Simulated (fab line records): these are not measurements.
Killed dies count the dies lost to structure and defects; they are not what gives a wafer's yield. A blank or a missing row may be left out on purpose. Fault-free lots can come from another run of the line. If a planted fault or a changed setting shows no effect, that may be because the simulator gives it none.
Chamber matching | flow nandHarc | 4 sister chambers for NHARC_P_STI_DESCUM_14 on rieDiel-01
The step chemistry O2, time 3 s. 14 wafers are shown with their chamber, then 7 later ones without.

== WAFERS, EACH WITH ITS CHAMBER ==
wafer  | chamber | drypumpMotorCurrentA (A) | oesProductAu (a.u.) | rfVppV (V)
L858.1 | 2       | 5.1                      | 1.006               | 58.1
L858.3 | 0       | 5.3                      | 1.017               | 58.4
L858.4 | 0       | 5.3                      | 1.006               | 57.2
L861.1 | 0       | 5.3                      | 1.014               | 57.7
L861.2 | 3       | 6.1                      | 0.999               | 57.5
L861.4 | 2       | 5.0                      | 1.008               | 57.3
L863.1 | 2       | 5.0                      | 1.011               | 58.5
L863.3 | 3       | 6.1                      | 1.003               | 57.5
L863.5 | 1       | 6.0                      | 1.010               | 57.5
L866.1 | 1       | 6.0                      | 1.008               | 57.3
L866.2 | 2       | 5.0                      | 1.003               | 58.6
L866.4 | 0       | 5.3                      | 1.005               | 58.0
L868.3 | 1       | 6.0                      | 1.008               | 56.2
L868.4 | 2       | 5.0                      | 1.011               | 58.1

SIGNATURES (means of the wafers above)
reading              | chamber 0 | chamber 1 | chamber 2 | chamber 3 | scatter within a chamber
drypumpMotorCurrentA | 5.300     | 6.000     | 5.020     | 6.100     | 0.0283
oesProductAu         | 1.01050   | 1.00867   | 1.00780   | 1.00100   | 0.00403
rfVppV               | 57.825    | 57.000    | 58.120    | 57.500    | 0.529
Rule: a wafer lies at a distance from a chamber equal to the root of the sum of squares, over the readings, of (its reading less the chamber's mean, divided by the reading's scatter). If the next closest chamber is less than 2 further off than the closest, the wafer can't be placed; otherwise it belongs to the closest. How the scatter is found: for the shown wafers, subtract from each reading the mean of its chamber, square and add these, divide the total by (wafers less chambers), then take the root.

== WAFERS MISSING THEIR CHAMBER ==
wafer  | drypumpMotorCurrentA (A) | oesProductAu (a.u.) | rfVppV (V)
L868.5 | 5.0                      | 1.007               | 58.3
L874.2 | 5.0                      | 1.011               | 56.9
L874.4 | 5.3                      | 1.025               | 58.5
L874.6 | 6.0                      | 1.003               | 57.5
L881.1 | 5.3                      | 1.024               | 57.6
L881.2 | 5.0                      | 1.000               | 57.9
L881.5 | 5.3                      | 1.016               | 57.4

== EACH ONE'S CHAMBER ==
wafer  | from the rows above     | in truth
L868.5 | 2                       | 2
L874.2 | 2                       | 2
L874.4 | 0                       | 0
L874.6 | can't be placed: 1 or 3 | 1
L881.1 | 0                       | 0
L881.2 | 2                       | 2
L881.5 | 0                       | 0
Correct placement for 6 of the 7. Can't be placed from these rows: 1 (the true chamber is among the candidates in 1). Number placed wrongly: 0.
